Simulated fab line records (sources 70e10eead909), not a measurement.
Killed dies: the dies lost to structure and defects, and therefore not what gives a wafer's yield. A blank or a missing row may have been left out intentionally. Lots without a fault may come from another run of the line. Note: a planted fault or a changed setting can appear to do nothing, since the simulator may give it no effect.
Which tool was responsible?    flow nandHarc    12 lots, 36 wafers sampled, at 2 steps of a route of 1302

## WHAT THE GAUGES READ, wafer by wafer
NHARC_P_M2_THK_MEAS_24: measures by xrf.
lot   measured      on            thkNm (nm)
L075  day 7 00:59   filmMetro-01  142.8 145.4 145.1
L077  day 7 21:10   filmMetro-02  140.9 144.0 146.2
L079  day 8 12:47   filmMetro-02  143.8 144.9 145.4
L081  day 9 09:34   filmMetro-01  141.2 144.0 144.2
L083  day 10 11:02  filmMetro-02  144.0 145.7 144.5
L085  day 10 23:55  filmMetro-02  144.2 143.5 141.5
L087  day 11 18:04  filmMetro-02  143.8 144.6 145.6
L089  day 12 16:01  filmMetro-02  144.4 142.7 143.0
L091  day 13 18:23  filmMetro-02  145.1 144.4 145.5
L093  day 14 09:13  filmMetro-02  144.5 145.9 143.9
L095  day 15 04:24  filmMetro-02  142.8 142.4 144.7
L097  day 16 03:41  filmMetro-01  142.7 146.0 145.4

## EACH LOT AND THE TOOL THAT RAN IT (in order: tool; ch and the chambers of the sampled wafers; start)
lot   NHARC_P_M2_DESCUM_14
L075  rieDiel-12 ch 1,2, day 6 22:29
L077  rieDiel-12 ch 0,1,3, day 7 18:31
L079  rieDiel-01 ch 2,3, day 8 10:17
L081  rieDiel-12 ch 0,2,3, day 9 07:08
L083  rieDiel-01 ch 0,2,3, day 10 08:28
L085  rieDiel-12 ch 1,2,3, day 10 21:30
L087  rieDiel-12 ch 2,3, day 11 15:21
L089  rieDiel-12 ch 0,1,2, day 12 13:37
L091  rieDiel-12 ch 1,2,3, day 13 15:58
L093  rieDiel-12 ch 0,2,3, day 14 06:49
L095  rieDiel-12 ch 0,3, day 15 01:58
L097  rieDiel-09 ch 0,1,3, day 16 01:17
- NHARC_P_M2_DESCUM_14: chemistry O2, time 3 s.

## THE ANSWER, worked out from the rows above alone
Rule: the usual values come from the lots themselves. The widest of any qualifying gaps counts: lots, ordered by their means at a reading, are off when they make up no more than a third of the lots, leave a main group of 4 or more, and stand apart from it by 3 or more times the standard deviation of that group's means. Not used: any main group whose means are identical at the precision the tables above print for the reading. Also off: a lot with no number at a reading for which 4 or more lots have one. The other lots that the step has rows for count as sound.
No lot is off at any reading shown: from this, nothing can be told.

## WHAT WAS PUT IN BY THE SIMULATOR
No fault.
